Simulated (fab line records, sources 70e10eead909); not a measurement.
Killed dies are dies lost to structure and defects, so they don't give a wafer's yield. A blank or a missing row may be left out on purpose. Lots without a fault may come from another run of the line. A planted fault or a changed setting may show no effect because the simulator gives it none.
A struck lot beside a sound one | flow nand_harc | 41 steps out of a route of 1302
Sound: wafers L170.2, L170.5, L170.6. Struck: wafers L187.1, L187.2, L187.6. The cause comes at the end.
At each step with rows: each side's tool, then ch and its chambers, then its first start. Under that, the readings that differ: sound wafers | struck wafers | difference of the means | sigmas: that difference in standard deviations of wafers without a fault.
alike: readings whose means differ by less than 2 such deviations, and words and numbers that are the same on both sides. not compared: withheld readings, readings that some wafer has no value for, bounds like >300 that may hide the same value, and numbers for which the record gives no deviation and whose values overlap.
The two part at a step that has a row with sigmas, a row that says differs or no value, or rows on one side only. Numbers that don't overlap but have no deviation are shown without sigmas and don't part them. A reading that every wafer of one side lacks parts them only if that side has two wafers or more.

first, 8 steps without rows for these wafers: NHARC_P_M1_HMDS_02 (time 30 s); NHARC_P_M1_COAT_34 (time 65 s); NHARC_P_M1_COAT_03 (resist thk 90 nm); NHARC_P_M1_SOFTBAKE_04 (time 55 s); NHARC_P_M1_EBR_05; NHARC_P_M1_EXPOSE_06 (exposes mask P M1, target cd 130 nm); NHARC_P_M1_PEB_07 (peb time 65 s); NHARC_P_M1_DEVELOP_08 (develop time 35 s).
NHARC_P_M1_CD_MEAS_09: target cd 130 nm.
  sound on cd_sem-01 ch 0, day 6 11:11; struck on cd_sem-01 ch 0, day 13 15:30
  alike: cd_nm
NHARC_P_M1_OVL_MEAS_10: pitch 260 nm.
  sound on overlay-01, day 6 11:17; struck on overlay-02, day 13 15:35
  alike: overlay_x_nm, overlay_y_nm
NHARC_P_M1_INSPECT_11:
  sound on defect_inspect-01, day 6 11:19; struck on defect_inspect-01, day 13 15:38
  alike: raw_defect_count
NHARC_P_M1_DESCUM_14: chemistry O2, time 3 s.
  sound on rie_diel-10 ch 0,2,3, day 6 11:24; struck on rie_diel-09 ch 0,2, day 13 15:41
  alike: drypump_motor_current_A, oes_product_au, rf_vpp_V, showerhead_plenum_p_Torr, throttle_valve_pct
  not compared: rf_hours_counter_h
NHARC_P_M1_ETCH_35: etches the open film in N2/H2, target depth 40 nm, overetch 12 nm, time 43.94 s.
  sound on rie_diel-10 ch 0,1, day 6 11:28; struck on rie_diel-09 ch 0,1, day 13 15:48
  alike: drypump_motor_current_A, oes_product_au, rf_vpp_V, showerhead_plenum_p_Torr, throttle_valve_pct
  not compared: rf_hours_counter_h
NHARC_P_M1_ETCH_15: etches the open film in C4F8/Ar, target depth 182.5 nm, time 91.2 s.
  sound on rie_diel-10 ch 0,3; struck on rie_diel-09 ch 2,3
  alike: oes_product_au, rf_vpp_V
  not compared: rf_hours_counter_h
NHARC_P_M1_CD_MEAS_16:
  sound on cd_sem-02, day 6 11:41; struck on cd_sem-02, day 13 16:01
  alike: cd_nm
NHARC_P_M1_STRIP_18: strips in N2/H2.
  sound on rie_diel-09 ch 0,2, day 6 11:47; struck on rie_diel-09 ch 0,1, day 13 16:07
  alike: drypump_motor_current_A, oes_product_au, rf_vpp_V, showerhead_plenum_p_Torr, throttle_valve_pct
  not compared: rf_hours_counter_h
then, 7 steps without rows for these wafers: NHARC_P_M1_ETCH_28 (etches the open film in CF4/N2, target depth 30 nm, time 72.99 s); NHARC_P_M1_STRIP_19 (strips in post etch residue remover, time 600 s); NHARC_P_M1_DEGAS_29 (time 60 s); NHARC_P_M1_PRE_CLEAN_30 (time 30 s); NHARC_P_M1_PVD_20 (deposits TaN, target thk 5 nm, time 8.06 s); NHARC_P_M1_PVD_21 (deposits Cu, target thk 30 nm, time 20.49 s); NHARC_P_M1_ECD_22 (material Cu, target thk 400 nm).
NHARC_P_M1_ANNEAL_31: time 90 s.
  sound on rtp_anneal-02 ch 0, day 6 13:18; struck on rtp_anneal-01 ch 0, day 13 17:28
  alike: wafer_temp_C_max
then, 1 step without rows for these wafers: NHARC_P_M1_CMP_23 (polishes, t overpolish 20 s, target thk 157.82 nm).
NHARC_P_M1_THK_MEAS_24: measures by xrf.
  sound on film_metro-01, day 6 14:10; struck on film_metro-02, day 13 18:07
  alike: thk_nm
then, 1 step without rows for these wafers: NHARC_P_M1_SRD_25.
NHARC_P_M1_PRE_CLEAN_32: time 12 s.
  sound on pecvd-04 ch 0,1, day 6 14:25; struck on pecvd-01 ch 1, day 13 18:21
  alike: heater_power_w
then, 11 steps without rows for these wafers: NHARC_P_M1_DEP_33 (deposits SiCN, target thk 30 nm); NHARC_P_M2_DEP_00 (deposits SiOC, target thk 182.5 nm); NHARC_P_M2_DEHYDRATE_01 (time 120 s); NHARC_P_M2_HMDS_02 (time 30 s); NHARC_P_M2_COAT_34 (time 65 s); NHARC_P_M2_COAT_03 (resist thk 90 nm); NHARC_P_M2_SOFTBAKE_04 (time 55 s); NHARC_P_M2_EBR_05; NHARC_P_M2_EXPOSE_06 (exposes mask P M2, target cd 170 nm); NHARC_P_M2_PEB_07 (peb time 65 s); NHARC_P_M2_DEVELOP_08 (develop time 35 s).
NHARC_P_M2_CD_MEAS_09: target cd 170 nm.
  sound on cd_sem-01 ch 0, day 6 15:36; struck on cd_sem-01 ch 0, day 13 20:53
  alike: cd_nm
-- the record jumps here: 18 days lie between the struck wafers' starts before and after (it left off in module P_M2 and takes up again in module END, whose first step shown is number 1302 of the route) --
NHARC_END_SORT_01:
  the record has rows for the struck wafers here (prober-02 ch 0, day 31 22:50) and none for the sound ones

WHERE THEY PART
Only at NHARC_END_SORT_01, within this record.

WHY: what the simulator had put in
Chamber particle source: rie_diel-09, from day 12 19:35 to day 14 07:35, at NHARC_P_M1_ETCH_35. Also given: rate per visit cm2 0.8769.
